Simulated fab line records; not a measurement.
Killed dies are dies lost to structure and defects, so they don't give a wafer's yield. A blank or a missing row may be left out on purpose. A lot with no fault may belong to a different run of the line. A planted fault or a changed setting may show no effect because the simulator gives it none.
The tool behind it: which one? ; flow n5Finfet ; 72 wafers from 24 lots sampled at 3 of the route's 1938 steps

WHAT EACH GAUGE READ, for each wafer
N5_BEOL_M9_INSPECT_58: inspects for defects (darkfield).
lot;measured;on;rawDefectCount
L074;day 11 12:23;defectInspect-01;66 41 45
L076;day 11 12:35;defectInspect-02;44 51 59
L075;day 11 12:55;defectInspect-01;56 81 96
L077;day 11 17:26;defectInspect-01;66 58 91
L078;day 11 17:10;defectInspect-01;36 41 31
L079;day 12 11:05;defectInspect-02;57 46 68
L081;day 12 15:08;defectInspect-02;77 94 80
L080;day 12 20:08;defectInspect-01;50 52 37
L082;day 13 00:37;defectInspect-01;49 78 65
L083;day 13 01:26;defectInspect-01;61 32 37
L084;day 13 10:49;defectInspect-02;100 83 77
L085;day 13 23:51;defectInspect-02;53 49 60
L086;day 14 12:10;defectInspect-02;60 62 82
L089;day 14 17:03;defectInspect-02;68 78 41
L088;day 14 20:01;defectInspect-02;79 93 52
L087;day 14 20:43;defectInspect-02;44 51 54
L091;day 14 21:11;defectInspect-02;81 108 114
L090;day 15 16:27;defectInspect-01;79 73 92
L092;day 15 21:32;defectInspect-01;57 110 57
L095;day 16 10:47;defectInspect-01;44 81 40
L094;day 16 16:21;defectInspect-02;71 54 89
L093;day 16 16:48;defectInspect-01;66 83 104
L096;day 17 08:58;defectInspect-02;62 64 64
L097;day 17 19:00;defectInspect-01;58 48 89

WHICH TOOL RAN EACH LOT (tool, then ch and the chambers of the sampled wafers, then the start)
lot;N5_BEOL_M9_ETCH_66;N5_BEOL_M9_PRE_CLEAN_45
L074;rieDiel-06 ch 0,1,3, day 11 09:22;pvdSputter-01, day 11 10:42
L076;rieDiel-01 ch 0,1,2, day 11 09:32;pvdSputter-01, day 11 10:53
L075;rieDiel-06 ch 1,2,3, day 11 09:49;pvdSputter-03, day 11 11:15
L077;rieDiel-02 ch 2,3, day 11 13:48;pvdSputter-02, day 11 15:08
L078;rieDiel-06 ch 0,1,3, day 11 13:50;pvdSputter-02, day 11 14:51
L079;rieDiel-06 ch 2,3, day 12 08:26;pvdSputter-01, day 12 09:24
L081;rieDiel-02 ch 1,2,3, day 12 12:10;pvdSputter-02, day 12 13:26
L080;rieDiel-06 ch 0,1,2, day 12 16:52;pvdSputter-02, day 12 17:54
L082;rieDiel-06 ch 0,1, day 12 20:18;pvdSputter-01, day 12 21:49
L083;rieDiel-02 ch 1,3, day 12 22:10;pvdSputter-01, day 12 23:07
L084;rieDiel-02 ch 0,1,2, day 13 04:49;pvdSputter-01, day 13 06:32
L085;rieDiel-02 ch 0,2, day 13 19:35;pvdSputter-03, day 13 21:35
L086;rieDiel-06 ch 0,1,2, day 14 07:56;pvdSputter-03, day 14 10:26
L089;rieDiel-06 ch 2,3, day 14 13:26;pvdSputter-03, day 14 14:31
L088;rieDiel-06 ch 1,2,3, day 14 15:47;pvdSputter-02, day 14 18:14
L087;rieDiel-02 ch 0,2,3, day 14 17:52;pvdSputter-01, day 14 19:00
L091;rieDiel-01 ch 2,3, day 14 18:04;pvdSputter-01, day 14 19:05
L090;rieDiel-02 ch 0,1,2, day 15 12:04;pvdSputter-01, day 15 14:43
L092;rieDiel-06 ch 0,2,3, day 15 18:46;pvdSputter-02, day 15 19:53
L095;rieDiel-01 ch 0,1,2, day 16 08:04;pvdSputter-03, day 16 09:05
L094;rieDiel-02 ch 0,3, day 16 11:48;pvdSputter-02, day 16 12:55
L093;rieDiel-06 ch 0,1,2, day 16 12:07;pvdSputter-02, day 16 13:04
L096;rieDiel-02 ch 0,2,3, day 17 03:31;pvdSputter-03, day 17 04:31
L097;rieDiel-02 ch 1,2,3, day 17 13:41;pvdSputter-02, day 17 14:44
- N5_BEOL_M9_ETCH_66: etches SOC in N2/H2, target depth 80 nm, overetch 16 nm, time 120 s.
- N5_BEOL_M9_PRE_CLEAN_45: time 30 s.

AS READ BY THE TOOLS THEMSELVES (means over the sampled wafers that have a number; for cases with no such wafer, the mark the record gives instead)
N5_BEOL_M9_ETCH_66.
lot;tool;drypumpMotorCurrentA (A);oesProductAu (a.u.);rfFwdPowerW (W);rfVppV (V);showerheadPlenumPTorr (Torr);throttleValvePct (%)
L074;rieDiel-06;6.2;0.62;836.0;520;2.42;17.7
L076;rieDiel-01;5.6;0.55;835.5;523;2.53;18.1
L075;rieDiel-06;6.1;0.56;837.9;522;2.46;17.9
L077;rieDiel-02;6.5;0.57;836.0;519;2.37;18.1
L078;rieDiel-06;6.2;0.62;835.7;521;2.42;17.7
L079;rieDiel-06;5.9;0.55;837.8;524;2.56;18.0
L081;rieDiel-02;6.1;0.56;835.3;521;2.46;18.0
L080;rieDiel-06;5.9;0.62;835.3;522;2.49;17.7
L082;rieDiel-06;6.0;0.66;837.2;521;2.44;17.4
L083;rieDiel-02;5.7;0.55;836.4;525;2.56;18.0
L084;rieDiel-02;6.3;0.61;839.3;524;2.55;17.7
L085;rieDiel-02;6.8;0.64;833.5;525;2.57;17.6
L086;rieDiel-06;5.9;0.60;837.6;522;2.48;17.7
L089;rieDiel-06;6.0;0.60;837.4;526;2.65;17.9
L088;rieDiel-06;6.1;0.61;835.3;525;2.56;17.9
L087;rieDiel-02;6.5;0.59;836.5;522;2.48;17.9
L091;rieDiel-01;5.7;0.61;836.4;524;2.53;17.8
L090;rieDiel-02;6.3;0.59;835.2;524;2.54;17.7
L092;rieDiel-06;6.1;0.64;836.5;526;2.61;17.7
L095;rieDiel-01;5.6;0.66;833.5;524;2.51;17.9
L094;rieDiel-02;6.4;0.57;835.0;523;2.50;18.1
L093;rieDiel-06;5.9;0.59;837.2;522;2.47;17.7
L096;rieDiel-02;6.5;0.57;835.1;522;2.47;17.9
L097;rieDiel-02;6.1;0.54;834.8;521;2.45;18.1

N5_BEOL_M9_PRE_CLEAN_45.
lot;tool;heaterPowerW (W)
L074;pvdSputter-01;360
L076;pvdSputter-01;367
L075;pvdSputter-03;355
L077;pvdSputter-02;349
L078;pvdSputter-02;345
L079;pvdSputter-01;370
L081;pvdSputter-02;331
L080;pvdSputter-02;346
L082;pvdSputter-01;355
L083;pvdSputter-01;352
L084;pvdSputter-01;346
L085;pvdSputter-03;340
L086;pvdSputter-03;347
L089;pvdSputter-03;330
L088;pvdSputter-02;332
L087;pvdSputter-01;357
L091;pvdSputter-01;361
L090;pvdSputter-01;359
L092;pvdSputter-02;354
L095;pvdSputter-03;340
L094;pvdSputter-02;363
L093;pvdSputter-02;338
L096;pvdSputter-03;324
L097;pvdSputter-02;337

THE ANSWER, worked out from the rows above alone
Rule: what is usual is taken from the lots themselves. The widest of any qualifying gaps counts: lots, ordered by their means at a reading, are off when they make up no more than a third of the lots, leave a main group of 4 or more, and stand apart from it by 3 or more times the standard deviation of that group's means. A main group whose means are all the same, to the digits that the tables above print for the reading, isn't used. Also off: a lot with no number at a reading for which 4 or more lots have one. All remaining lots with rows at the step are treated as sound. The gauges are gone through in route order, then the tools' own readings, and for those a lot's mean is taken as printed above. The first step at which some lot is off is used, and at that step the reading that is off furthest; a lot without a number counts as furthest.
Across all readings shown, no lot is off: no conclusion can be drawn from this.

WHAT THE SIMULATOR HAD INSERTED
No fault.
